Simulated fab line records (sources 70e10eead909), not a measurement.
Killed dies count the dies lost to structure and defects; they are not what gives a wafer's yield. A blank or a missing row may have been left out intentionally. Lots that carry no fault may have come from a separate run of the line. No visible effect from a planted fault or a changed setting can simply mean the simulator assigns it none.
fab line records | flow nandHarc
record: lots: 6 wafers: 18 lastDay: 33
route steps=1302 shown P_GATE@215 P_CONTACT@217 END@1302
lots with no fault: from the same line, run without faults
startH: start of the lot's first displayed wafer, in hours after the record's first day | waitH: time in hours since the lot's previous step | " identical to the entry in the row above | L1.1+2: one row covering several wafers at once | - either no value or no given start | * or withheld: withheld | < > ~ a bound
route shown NAME@n: names a module that has steps shown in the file, with the first one's number in the route | usual: mean/standard deviation of fault-free wafers | same: alike in all rows | chamber/n: place in a boat | sites: each site's reading | _std_site: standard deviation of those values | _edge_site: mean of outer sites minus mean of inner sites | radiusMm: how far each site lies from the wafer's centre | mask NAME#n: copy n | behind: the most recent tool/chamber to have shaped the wafer | hold: why the lot was held/for how many hours/how that ended | device: transistor that didn't switch, given as n, p or np | end of line: at the end of the route, the tests of the same wafers | step lacking rows: just its recipe | killed: dies that structure and defects cost at the first sort, which is not the same as the wafer's yield | map: per-die view of a wafer (x killed, . not killed, _ where there is no die)
set.NAME: setting as actually run; set.NAME@STEP: the setting as run at that earlier step | model.NAME: the simulator's own value behind a step, which no gauge read
certain route steps with their lots: each step a table, each wafer a row
services: when a tool's chamber went out of use (startH, in hours from the record's first day, below 0 if earlier), for how many hours, and the reason
== steps ==
step: NHARC_P_GATE_RTA_82
recipe: tempC: 450 timeS: 30
usual: lampPowerPct: 4.06/0.032 wafer_temp_C_max: 452.2/0.75
columns lot.wafer tool chamber startH waitH lampPowerPct wafer_temp_C_max
L198.1 rtpAnneal-02 0 123.92 - 4.03 452.6
L198.4 " 0 " " 4.04 453.1
L198.6 " 0 " " 4.04 452.5
L201.3 rtpAnneal-01 0 159.40 - 4.10 451.6
L201.4 " 0 " " 4.11 451.3
L201.6 " 0 " " 4.10 451.7
L208.1 rtpAnneal-02 0 223.54 - 4.04 452.6
L208.3 " 0 " " 4.04 452.9
L208.5 " 0 " " 4.04 452.3
L212.1 rtpAnneal-01 0 266.84 - 4.10 451.3
L212.2 " 0 " " 4.10 451.7
L212.6 " 0 " " 4.10 451.5
L216.3 rtpAnneal-02 0 305.82 - 4.04 453.0
L216.5 " 0 " " 4.04 452.4
L216.6 " 0 " " 4.03 452.6
L220.1 rtpAnneal-02 0 348.14 - 4.04 453.0
L220.2 " 0 " " 4.04 452.8
L220.6 " 0 " " 4.03 452.9
step: NHARC_P_GATE_INSPECT_68
usual: rawDefectCount: 205/71
columns lot.wafer tool chamber startH waitH rawDefectCount
L198.1 defectInspect-02 - 124.12 0.2 198
L198.4 " - " " 163
L198.6 " - " " 117
L201.3 defectInspect-02 - 159.54 0.1 202
L201.4 " - " " 226
L201.6 " - " " 238
L208.1 defectInspect-01 - 223.74 0.2 288
L208.3 " - " " 240
L208.5 " - " " 329
L212.1 defectInspect-01 - 267.04 0.2 179
L212.2 " - " " 146
L212.6 " - " " 126
L216.3 defectInspect-01 - 305.97 0.1 172
L216.5 " - " " 159
L216.6 " - " " 159
L220.1 defectInspect-02 - 348.34 0.2 197
L220.2 " - " " 94
L220.6 " - " " 121
step: NHARC_P_CONTACT_DEP_30
recipe: targetThkA: 300 tempC: 400 targetThkNm: 30 flowSccm: 200 rfW: 450 material: SiNx
usual: heaterPowerW: 766/110
columns lot.wafer tool chamber startH waitH heaterPowerW
L198.1 pecvd-02 1 124.18 0.1 517
L198.4 " 1 " " 528
L198.6 " 0 " " 668
L201.3 pecvd-04 0 159.65 0.1 698
L201.4 " 2 " " 919
L201.6 " 1 " " 830
L208.1 pecvd-04 2 223.84 0.1 929
L208.3 " 0 " " 677
L208.5 " 1 " " 833
L212.2 pecvd-04 1 267.15 0.1 854
L212.1 " 2 " " 1009
L212.6 " 0 " " 815
L216.3 pecvd-03 2 306.11 0.1 791
L216.6 " 1 " " 642
L216.5 " 2 " " 811
L220.2 pecvd-04 1 348.41 0.1 775
L220.1 " 2 " " 929
L220.6 " 1 " " 770
step: NHARC_P_CONTACT_DEP_00
recipe: targetThkA: 5000 tempC: 400 pressureTorr: 6.5 rfW: 900 teosFlowSccm: 161.4 flowSccm: 2650 targetThkNm: 500 gas: O2 material: SiO2
usual: heaterPowerW: 614/110 throttleValvePct: 15.9/0.53
columns lot.wafer tool chamber startH waitH heaterPowerW throttleValvePct
L198.1 pecvd-02 1 - - 395 15.6
L198.4 " 1 " " 423 15.4
L198.6 " 0 " " 566 16.5
L201.3 pecvd-04 0 - - 558 15.9
L201.4 " 2 " " 766 15.8
L201.6 " 1 " " 721 15.9
L208.1 pecvd-04 2 - - 690 16.0
L208.3 " 0 " " 619 16.2
L208.5 " 1 " " 691 16.0
L212.2 pecvd-04 1 - - 666 16.1
L212.1 " 2 " " 868 16.0
L212.6 " 0 " " 553 16.3
L216.3 pecvd-03 2 - - 575 15.1
L216.6 " 1 " " 459 16.2
L216.5 " 2 " " 590 14.8
L220.2 pecvd-04 1 348.76 0.3 700 16.7
L220.1 " 2 " " 754 15.7
L220.6 " 1 " " 566 16.6
step: NHARC_P_CONTACT_CMP_01
recipe: targetThkNm: 200 material: SiO2
usual: motorCurrentA: 12.2/0.94 slurryFlowMlMin: 150.0/0.47
columns lot.wafer tool chamber startH waitH motorCurrentA slurryFlowMlMin
L198.4 cmp-03 1 124.92 - 14.2 149.1
L198.1 " 2 " " 12.1 150.6
L198.6 " 0 " " 14.0 149.9
L201.3 cmp-02 0 160.37 - 13.4 150.6
L201.4 " 1 " " 11.7 149.8
L201.6 " 2 " " 12.0 150.5
L208.1 cmp-03 0 224.57 - 13.7 149.2
L208.3 " 1 " " 13.2 150.5
L208.5 " 3 " " 11.4 150.7
L212.1 cmp-01 1 267.84 - 11.0 149.6
L212.2 " 3 " " 11.2 149.1
L212.6 " 1 " " 11.5 149.9
L216.3 cmp-02 2 306.80 - 12.0 149.5
L216.6 " 0 " " 14.0 150.7
L216.5 " 1 " " 11.2 149.9
L220.1 cmp-01 1 349.38 0.5 11.1 149.9
L220.2 " 0 " " 12.6 149.7
L220.6 " 2 " " 11.3 149.9
step: NHARC_P_CONTACT_SRD_03
step: NHARC_P_CONTACT_DEHYDRATE_04
recipe: tempC: 150 timeS: 120
step: NHARC_P_CONTACT_HMDS_05
recipe: timeS: 30
step: NHARC_P_CONTACT_COAT_33
recipe: tempC: 260 timeS: 75
step: NHARC_P_CONTACT_COAT_34
recipe: tempC: 225 timeS: 65
step: NHARC_P_CONTACT_COAT_06
recipe: spinRpm: 1500 resistThkNm: 90
step: NHARC_P_CONTACT_SOFTBAKE_07
recipe: tempC: 105 timeS: 55
usual: heaterPowerTotalW: 188.46/0.14
columns lot.wafer tool chamber startH waitH heaterPowerTotalW
L198.1 lithoTrack-06 0 125 - 188.38
L198.4 " 0 " " 188.36
L198.6 " 0 " " 188.33
L201.3 lithoTrack-06 0 160 - 188.65
L201.4 " 0 " " 188.58
L201.6 " 0 " " 188.33
L208.1 lithoTrack-04 0 224 - 188.42
L208.3 " 0 " " 188.51
L208.5 " 0 " " 188.26
L212.1 lithoTrack-04 0 268 - 222.57
L212.2 " 0 " " 222.95
L212.6 " 0 " " 222.45
L216.3 lithoTrack-04 0 307 - 222.36
L216.5 " 0 " " 222.89
L216.6 " 0 " " 222.68
L220.1 lithoTrack-01 0 349 - 188.48
L220.2 " 0 " " 188.33
L220.6 " 0 " " 188.33
step: NHARC_P_CONTACT_EBR_08
step: NHARC_END_SORT_01
recipe: tempC: 25
usual: killedAtArray: 50/16 killedAtOther: 0.8/1 killedAtPeriphery: 4/3.1 killedDies: 54/16 killedOpen: 3.2/2 killedShort: 2.5/1.6
same: grossDies: 677
columns lot.wafer tool chamber startH waitH killedAtArray killedAtOther killedAtPeriphery killedDies killedOpen killedShort
L198.1 prober-02 0 572.43 2.5 61 1 3 65 3 2
L198.4 prober-02 0 574.84 3.4 38 0 6 44 2 3
L198.6 prober-02 0 576.45 4.0 50 2 5 57 1 1
L201.3 prober-01 0 599.24 3.0 62 0 7 69 3 1
L201.4 prober-01 0 600.02 3.3 39 1 2 42 2 3
L201.6 prober-01 0 601.59 3.9 59 0 5 64 7 3
L208.1 prober-02 0 664.56 2.5 44 2 7 53 1 4
L208.3 prober-02 0 666.13 3.1 61 4 0 65 5 3
L208.5 prober-02 0 667.71 3.7 55 2 4 61 4 2
L212.1 prober-02 0 704.81 2.5 70 0 2 72 6 4
L212.2 prober-02 0 705.61 2.8 44 0 0 44 1 2
L212.6 prober-02 0 708.81 4.0 53 1 3 57 8 1
L216.3 prober-01 0 754.25 3.1 60 2 0 62 4 7
L216.5 prober-01 0 755.85 3.7 51 0 0 51 2 2
L216.6 prober-01 0 756.64 4.0 57 3 0 60 2 2
L220.1 prober-01 0 799.38 2.5 33 0 12 45 2 3
L220.2 prober-01 0 800.18 2.8 44 3 3 50 1 3
L220.6 prober-01 0 803.39 4.0 46 3 13 62 4 5
killed by level:class
L198.1 A_CHANNEL_HOLE_D2:chamberFilmFlake=31 A_CHANNEL_HOLE_D1:chamberFilmFlake=22 P_M1:chamberFilmFlake=2 A_WL_FILL:chamberFilmFlake=2 A_ONON_D1:geometricParticle:open=1 A_CHANNEL_FILL_D1:geometricParticle:short=1 A_DECK1_JOINT:geometricParticle:short=1 A_STAIRCASE:geometricParticle:open=1
L198.4 A_CHANNEL_HOLE_D2:chamberFilmFlake=17 A_CHANNEL_HOLE_D1:chamberFilmFlake=11 P_BONDPAD:chamberFilmFlake=3 A_CONTACT:chamberFilmFlake=3 A_CHANNEL_FILL_D2:geometricParticle:short=2 P_ZERO_WELL:chamberFilmFlake=2 A_STAIRCASE:chamberFilmFlake=2 P_CONTACT:geometricParticle:open=1
L198.6 A_CHANNEL_HOLE_D2:chamberFilmFlake=30 A_CHANNEL_HOLE_D1:chamberFilmFlake=18 P_BONDPAD:chamberFilmFlake=3 THIN_TSV:chamberFilmFlake=2 P_STI:geometricParticle:open=1 P_CONTACT:geometricParticle:short=1 A_ZERO_WELL:chamberFilmFlake=1 A_CONTACT:chamberFilmFlake=1
L201.3 A_CHANNEL_HOLE_D1:chamberFilmFlake=33 A_CHANNEL_HOLE_D2:chamberFilmFlake=11 A_CHANNEL_FILL_D1:chamberFilmFlake=5 P_STI:chamberFilmFlake=3 A_WL_FILL:chamberFilmFlake=3 P_GATE:chamberFilmFlake=2 A_DECK1_JOINT:chamberFilmFlake=2 A_BONDPAD:chamberFilmFlake=2
L201.4 A_CHANNEL_HOLE_D1:chamberFilmFlake=20 A_CHANNEL_HOLE_D2:chamberFilmFlake=5 A_CONTACT:chamberFilmFlake=2 A_M1:chamberFilmFlake=2 A_BONDPAD:chamberFilmFlake=2 P_CONTACT:geometricParticle:short=1 A_ONON_D2:geometricParticle:short=1 A_DECK1_JOINT:chamberFilmFlake=1
L201.6 A_CHANNEL_HOLE_D1:chamberFilmFlake=34 A_CHANNEL_HOLE_D2:chamberFilmFlake=10 A_BONDPAD:chamberFilmFlake=3 A_DECK1_JOINT:geometricParticle:open=2 A_M0:geometricParticle:open=2 A_CHANNEL_FILL_D1:chamberFilmFlake=2 A_DECK1_JOINT:chamberFilmFlake=2 P_CONTACT:geometricParticle:open=1
L208.1 A_SLIT:chamberFilmFlake=24 A_CHANNEL_HOLE_D1:chamberFilmFlake=6 A_CHANNEL_HOLE_D2:chamberFilmFlake=4 P_STI:chamberFilmFlake=3 P_M2:chamberFilmFlake=2 A_DECK1_JOINT:chamberFilmFlake=2 A_STAIRCASE:chamberFilmFlake=2 THIN_TSV:chamberFilmFlake=2
L208.3 A_SLIT:chamberFilmFlake=26 A_CHANNEL_HOLE_D2:chamberFilmFlake=14 A_CHANNEL_HOLE_D1:chamberFilmFlake=7 THIN_TSV:chamberFilmFlake=4 A_M0:chamberFilmFlake=3 A_ONON_D1:geometricParticle:open=2 A_STAIRCASE:chamberFilmFlake=2 A_SOURCE_PLATE:geometricParticle:open=1
L208.5 A_SLIT:chamberFilmFlake=28 A_CHANNEL_HOLE_D2:chamberFilmFlake=13 A_CHANNEL_HOLE_D1:chamberFilmFlake=3 A_M0:chamberFilmFlake=2 P_STI:chamberFilmFlake=2 THIN_TSV:chamberFilmFlake=2 P_GATE:geometricParticle:short=1 A_DECK1_JOINT:geometricParticle:open=1
L212.1 A_CHANNEL_HOLE_D1:chamberFilmFlake=38 A_SLIT:chamberFilmFlake=20 A_WL_FILL:geometricParticle:short=2 A_STAIRCASE:chamberFilmFlake=2 A_CONTACT:chamberFilmFlake=2 P_STI:geometricParticle:open=1 P_M0:geometricParticle:open=1 A_CHANNEL_HOLE_D1:geometricParticle:short=1
L212.2 A_SLIT:chamberFilmFlake=24 A_CHANNEL_HOLE_D1:chamberFilmFlake=12 A_CONTACT:chamberFilmFlake=4 A_ONON_D1:geometricParticle:short=1 A_WL_FILL:geometricParticle:short=1 A_M0:geometricParticle:open=1 A_CHANNEL_FILL_D2:chamberFilmFlake=1
L212.6 A_CHANNEL_HOLE_D1:chamberFilmFlake=23 A_SLIT:chamberFilmFlake=23 P_CONTACT:geometricParticle:open=3 A_CHANNEL_FILL_D2:geometricParticle:open=3 A_CONTACT:chamberFilmFlake=2 A_ONON_D1:geometricParticle:open=1 A_CHANNEL_FILL_D2:geometricParticle:short=1 STARTING-WAFER:geometricParticle:open=1
L216.3 A_CHANNEL_HOLE_D2:chamberFilmFlake=18 A_SLIT:chamberFilmFlake=16 A_CONTACT:chamberFilmFlake=9 A_CHANNEL_HOLE_D1:chamberFilmFlake=4 A_CHANNEL_FILL_D1:geometricParticle:short=2 A_WL_FILL:geometricParticle:short=2 A_M0:geometricParticle:open=2 THIN_TSV:chamberFilmFlake=2
L216.5 A_SLIT:chamberFilmFlake=14 A_CHANNEL_HOLE_D2:chamberFilmFlake=13 A_CHANNEL_HOLE_D1:chamberFilmFlake=9 A_CONTACT:chamberFilmFlake=4 A_CHANNEL_FILL_D1:chamberFilmFlake=3 A_SGD_CUT:chamberFilmFlake=2 A_ONON_D1:geometricParticle:short=1 A_CHANNEL_FILL_D1:geometricParticle:open=1
L216.6 A_SLIT:chamberFilmFlake=23 A_CHANNEL_HOLE_D2:chamberFilmFlake=15 A_CONTACT:chamberFilmFlake=7 A_CHANNEL_HOLE_D1:chamberFilmFlake=4 THIN_TSV:chamberFilmFlake=3 A_WL_FILL:chamberFilmFlake=2 A_DECK1_JOINT:geometricParticle:open=1 A_SGD_CUT:geometricParticle:open=1
L220.1 A_CHANNEL_HOLE_D1:chamberFilmFlake=12 P_BONDPAD:chamberFilmFlake=6 A_STAIRCASE:chamberFilmFlake=6 A_SLIT:chamberFilmFlake=6 P_GATE:chamberFilmFlake=4 A_CONTACT:chamberFilmFlake=3 A_SOURCE_PLATE:geometricParticle:open=1 A_DECK1_JOINT:geometricParticle:short=1
L220.2 A_CHANNEL_HOLE_D1:chamberFilmFlake=21 A_SLIT:chamberFilmFlake=8 A_STAIRCASE:chamberFilmFlake=5 THIN_TSV:chamberFilmFlake=3 P_BONDPAD:chamberFilmFlake=2 A_CHANNEL_FILL_D1:chamberFilmFlake=2 A_CONTACT:chamberFilmFlake=2 A_CHANNEL_FILL_D1:geometricParticle:short=1
L220.6 A_CHANNEL_HOLE_D1:chamberFilmFlake=19 A_SLIT:chamberFilmFlake=10 P_BONDPAD:chamberFilmFlake=6 A_CONTACT:chamberFilmFlake=4 P_CONTACT:geometricParticle:open=3 A_CHANNEL_FILL_D1:chamberFilmFlake=3 THIN_TSV:chamberFilmFlake=3 A_CHANNEL_FILL_D1:geometricParticle:short=2
== services ==
columns tool chamber startH hours kind
cmp-01 - 100.81 0.8 repair
cmp-03 - 110.76 2.1 repair
pecvd-02 - 113.83 1.2 repair
cmp-02 - 135.16 4.0 pm
pecvd-03 1 144.68 3.9 repair
cmp-01 - 157.28 1.1 repair
cmp-03 - 162.47 4.0 pm
pecvd-04 - 166.00 0.3 repair
cmp-02 - 168.31 3.9 repair
lithoTrack-06 - 179.00 7.0 pm
cmp-01 - 184.66 14.9 repair
pecvd-03 - 185.00 13.0 pm
lithoTrack-04 - 203.00 7.0 pm
pecvd-02 - 227.26 13.0 pm
cmp-02 - 233.16 4.0 pm
cmp-01 - 239.99 2.9 repair
cmp-02 - 245.36 4.0 repair
cmp-03 - 256.30 0.3 repair
cmp-03 - 260.47 4.0 pm
pecvd-04 - 262.38 0.4 repair
pecvd-04 - 269.29 13.0 pm
cmp-01 - 278.12 6.3 repair
cmp-01 - 297.52 4.0 pm
pecvd-04 0 340.78 10.6 repair
== key ==
firstSign: step: NHARC_P_CONTACT_SOFTBAKE_07 reading: heaterPowerTotalW direction: up sigmas: 99+ usual: * struck: *
effect none on later readings
metAt NHARC_P_CONTACT_SOFTBAKE_07
struckWafers L212.1,L212.2,L212.6,L216.3,L216.5,L216.6
testerLeftOut L212,L216
onsetBetween 224 268
fault: kind: processParameterDrift tool: lithoTrack-04 chamber: - onsetH: 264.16 steps: NHARC_P_CONTACT_SOFTBAKE_07 channel: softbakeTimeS offset: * shape: step endH: 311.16 actsIn: * stated: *
testerLeftOut: of these lots the tester's yield and bins aren't shown, on N5 and GAA mostly nor the transistor test; their killed dies are dies lost to structure and defects alone, not to doping, threshold or leakage, so they don't give the yield
